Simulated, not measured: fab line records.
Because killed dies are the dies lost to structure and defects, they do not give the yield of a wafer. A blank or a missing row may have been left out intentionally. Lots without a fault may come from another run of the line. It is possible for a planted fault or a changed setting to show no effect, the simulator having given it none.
Comparing a struck lot with a sound one ; flow nand harc ; 42 steps out of a route of 1302
Sound: these wafers, L336.1, L336.2, L336.3. Struck: wafer L330.5 (left out: L330.2, L330.6 of the same lot, which were not struck); the cause appears at the end.
At each step with rows: each side's tool, then ch and its chambers, then its first start. Under that, the readings that differ: sound wafers ; struck wafers ; difference of the means ; sigmas: that difference in standard deviations of wafers without a fault.
alike: readings with means less than 2 such deviations apart, plus words and numbers identical on both sides. not compared: withheld readings, readings lacking a value on some wafer, bounds such as >300 that could conceal the same value, and numbers that have no deviation in the record and whose values overlap.
A row with sigmas, a row that says differs or no value, or rows on one side alone: a step with any of these is where the two part. Numbers that don't overlap but have no deviation are shown without sigmas and don't part them. A reading missing from all wafers of one side parts the sides only when that side holds two or more wafers.

first, 4 steps without rows for these wafers: NHARC_HYBRID_BOND_PRECLEAN_01 (cleans in DIW, time 300 s); NHARC_HYBRID_BOND_SRD_02 (time 30 s, dry time 20 s); NHARC_HYBRID_BOND_BOND_03; NHARC_HYBRID_BOND_ANNEAL_04 (time 7200 s).
NHARC_HYBRID_BOND_OVL_MEAS_05:
  sound: overlay-02 at day 31 21:41; struck: overlay-01 at day 29 03:05
  alike: overlay x nm, overlay y nm
NHARC_HYBRID_BOND_INSPECT_06: inspects for defects (ir void).
  sound: defect inspect-01 at day 31 21:44; struck: defect inspect-02 at day 29 03:08
reading;sound;struck;difference;sigmas
raw defect count;143 140 114;31;-101;-3
then, 2 steps without rows for these wafers: NHARC_THIN_TSV_GRIND_00; NHARC_THIN_TSV_CMP_01 (polishes).
NHARC_THIN_TSV_THK_MEAS_02: measures by ir.
  sound: film metro-02 at day 32 01:30; struck: film metro-02 at day 29 04:46
reading;sound;struck;difference;sigmas
thk nm (nm);3499 3181 3300;2875;-452;-2
then, 3 steps without rows for these wafers: NHARC_THIN_TSV_SRD_03; NHARC_THIN_TSV_PRECLEAN_41 (cleans in SC1); NHARC_THIN_TSV_SRD_42.
NHARC_THIN_TSV_DEP_43: deposits SiO2, target thk 1328.5 nm.
  sound on pecvd-04 ch 0,1,2, day 32 01:43; struck on pecvd-04 ch 1, day 29 05:04
  alike: throttle valve pct
then, 8 steps without rows for these wafers: NHARC_THIN_TSV_DEHYDRATE_04 (time 120 s); NHARC_THIN_TSV_HMDS_05 (time 30 s); NHARC_THIN_TSV_COAT_06; NHARC_THIN_TSV_SOFTBAKE_07 (time 95 s); NHARC_THIN_TSV_EBR_08; NHARC_THIN_TSV_EXPOSE_09 (exposes mask TSV); NHARC_THIN_TSV_PEB_10 (peb time 85 s); NHARC_THIN_TSV_DEVELOP_11 (time 70 s).
NHARC_THIN_TSV_CD_MEAS_12: the cd target is 1000 nm.
  sound on cd sem-03 ch 0, day 32 02:34; struck on cd sem-03 ch 0, day 29 05:58
  alike: cd nm
then, 1 step without rows for these wafers: NHARC_THIN_TSV_HARDBAKE_13 (time 80 s).
NHARC_THIN_TSV_DESCUM_14: chemistry O2, time 3 s.
  sound on rie diel-01 ch 0,1,2, day 32 02:43; struck on rie diel-06 ch 0, day 29 06:09
  alike: drypump motor current A, o2 flow sccm, oes product au, rf vpp V, showerhead plenum p Torr, throttle valve pct
  not compared: rf hours counter h
NHARC_THIN_TSV_ETCH_44: etches the open film in CF4/O2, target depth 1594.2 nm, time 797.1 s.
  sound on rie diel-01 ch 0,1,3, day 32 02:49; struck on rie diel-06 ch 1, day 29 06:16
  alike: drypump motor current A, o2 flow sccm, oes product au, rf vpp V, showerhead plenum p Torr, throttle valve pct
  not compared: rf hours counter h
then, 1 step without rows for these wafers: NHARC_THIN_TSV_ETCH_15 (target depth 3000 nm, bosch target overetch cycles 2, bosch etch step 2.8 s).
NHARC_THIN_TSV_CD_MEAS_16:
  sound: cd sem-01 at day 32 03:31; struck: cd sem-01 at day 29 06:56
  alike: cd nm
NHARC_THIN_TSV_STRIP_45: strips in O2.
  sound on plasma asher-01 ch 0,1, day 32 03:35; struck on plasma asher-01 ch 0, day 29 07:01
  alike: drypump motor current A, heater power w, temp c
  not compared: rf hours counter h
then, 6 steps without rows for these wafers: NHARC_THIN_TSV_STRIP_46 (strips in post etch residue remover, time 1200 s); NHARC_THIN_TSV_DEP_47 (deposits SiO2, target thk 200 nm); NHARC_THIN_TSV_ETCHBACK_48 (etches the open film in C4F8/Ar, target depth 1028.5 nm, time 405.17 s); NHARC_THIN_TSV_STRIP_62 (strips in N2/H2, time 20 s); NHARC_THIN_TSV_DEGAS_49 (time 120 s); NHARC_THIN_TSV_PRE_CLEAN_50 (time 30 s).
NHARC_THIN_TSV_PVD_19: deposits TaN, target thk 20 nm.
  sound on pvd sputter-02; struck on pvd sputter-02
  alike: throttle valve pct
then, 3 steps without rows for these wafers: NHARC_THIN_TSV_PVD_51 (deposits Cu, target thk 100 nm); NHARC_THIN_TSV_ECD_20 (material Cu, target thk 2000 nm); NHARC_THIN_TSV_ANNEAL_52 (time 90 s).
NHARC_THIN_TSV_CMP_21: polishes, t overpolish 30 s, target thk 2000 nm.
  sound on cmp-01 ch 0,1,3, day 32 06:52; struck on cmp-03 ch 1, day 29 10:16
  alike: motor current A, overpolish run s, retaining ring pressure frac
then, 2 steps without rows for these wafers: NHARC_THIN_TSV_SRD_23; NHARC_THIN_TSV_DEGAS_53 (time 60 s).
NHARC_END_SORT_01:
  sound on prober-01 ch 0, day 32 17:33; struck on prober-01 ch 0, day 30 00:20
reading;sound;struck;difference;sigmas
defect limited yield (%);90.5 89.4 89.5;0;-90;-31
killed at other;3 2 1;644;+642;+99 or more
killed dies;64 72 71;677;+608;+30
  alike: killed at array, killed at periphery, killed open, killed short

WHERE THEY PART
At NHARC_HYBRID_BOND_INSPECT_06 first; at NHARC_END_SORT_01 last (within this record only).

WHY: the cause the simulator had injected
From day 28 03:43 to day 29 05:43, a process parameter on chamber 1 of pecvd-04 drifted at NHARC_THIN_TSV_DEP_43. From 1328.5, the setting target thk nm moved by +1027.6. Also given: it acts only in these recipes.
